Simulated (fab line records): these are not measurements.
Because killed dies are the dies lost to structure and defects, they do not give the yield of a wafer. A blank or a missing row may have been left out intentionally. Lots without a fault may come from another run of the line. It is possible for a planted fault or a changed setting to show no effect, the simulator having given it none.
Matching of chambers || flow n5Finfet || N5_MIM_TOP_ALD_00 on aldHk-02: 4 sister chambers
The step deposits Al2O3, purge time 3 s, co reactant pulse time 3 s. 8 wafers are shown with their chamber, then 8 later ones without.

== EACH WAFER AND ITS CHAMBER ==
{"wafer": "L079.1", "chamber": 2, "precursorPulseHeightRel": 0.993}
{"wafer": "L079.3", "chamber": 1, "precursorPulseHeightRel": 1.000}
{"wafer": "L083.1", "chamber": 0, "precursorPulseHeightRel": 1.020}
{"wafer": "L083.6", "chamber": 1, "precursorPulseHeightRel": 1.010}
{"wafer": "L089.1", "chamber": 3, "precursorPulseHeightRel": 0.968}
{"wafer": "L089.2", "chamber": 0, "precursorPulseHeightRel": 0.985}
{"wafer": "L089.4", "chamber": 2, "precursorPulseHeightRel": 0.969}
{"wafer": "L091.1", "chamber": 3, "precursorPulseHeightRel": 0.969}

== WAFERS WITHOUT THEIR CHAMBER ==
{"wafer": "L091.2", "precursorPulseHeightRel": 0.998}
{"wafer": "L091.3", "precursorPulseHeightRel": 1.011}
{"wafer": "L091.4", "precursorPulseHeightRel": 1.039}
{"wafer": "L091.5", "precursorPulseHeightRel": 1.005}
{"wafer": "L091.6", "precursorPulseHeightRel": 0.975}
{"wafer": "L094.1", "precursorPulseHeightRel": 1.002}
{"wafer": "L094.3", "precursorPulseHeightRel": 1.002}
{"wafer": "L094.5", "precursorPulseHeightRel": 0.990}

== WHICH CHAMBER EACH ONE RAN IN ==
{"wafer": "L091.2", "from the rows above": "can't be placed: 0 or 1 or 2 or 3", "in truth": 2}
{"wafer": "L091.3", "from the rows above": "can't be placed: 1 or 0 or 2", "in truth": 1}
{"wafer": "L091.4", "from the rows above": "can't be placed: 1 or 0 or 2", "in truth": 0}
{"wafer": "L091.5", "from the rows above": "can't be placed: 1 or 0 or 2", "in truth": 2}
{"wafer": "L091.6", "from the rows above": "can't be placed: 2 or 3 or 0 or 1", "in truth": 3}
{"wafer": "L094.1", "from the rows above": "can't be placed: 0 or 1 or 2", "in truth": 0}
{"wafer": "L094.3", "from the rows above": "can't be placed: 0 or 1 or 2", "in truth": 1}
{"wafer": "L094.5", "from the rows above": "can't be placed: 2 or 0 or 1 or 3", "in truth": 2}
Placed correctly: 0 of 8. From these rows, 8 cannot be placed; in 8 the true chamber is one of the candidates. Number placed wrongly: 0.
How it was worked out, from the rows above alone: a wafer's distance from a chamber is the root of the sum, over the readings, of the square of ((its reading less the chamber's mean) divided by the reading's scatter). The wafer belongs to the nearest chamber; if the next one is less than 2 further off, it can't be placed. The mean given for a chamber averages the wafers shown for that chamber. The scatter is the square root of a quotient: the sum, over the shown wafers, of each reading's squared deviation from its chamber's mean, divided by wafers minus chambers.
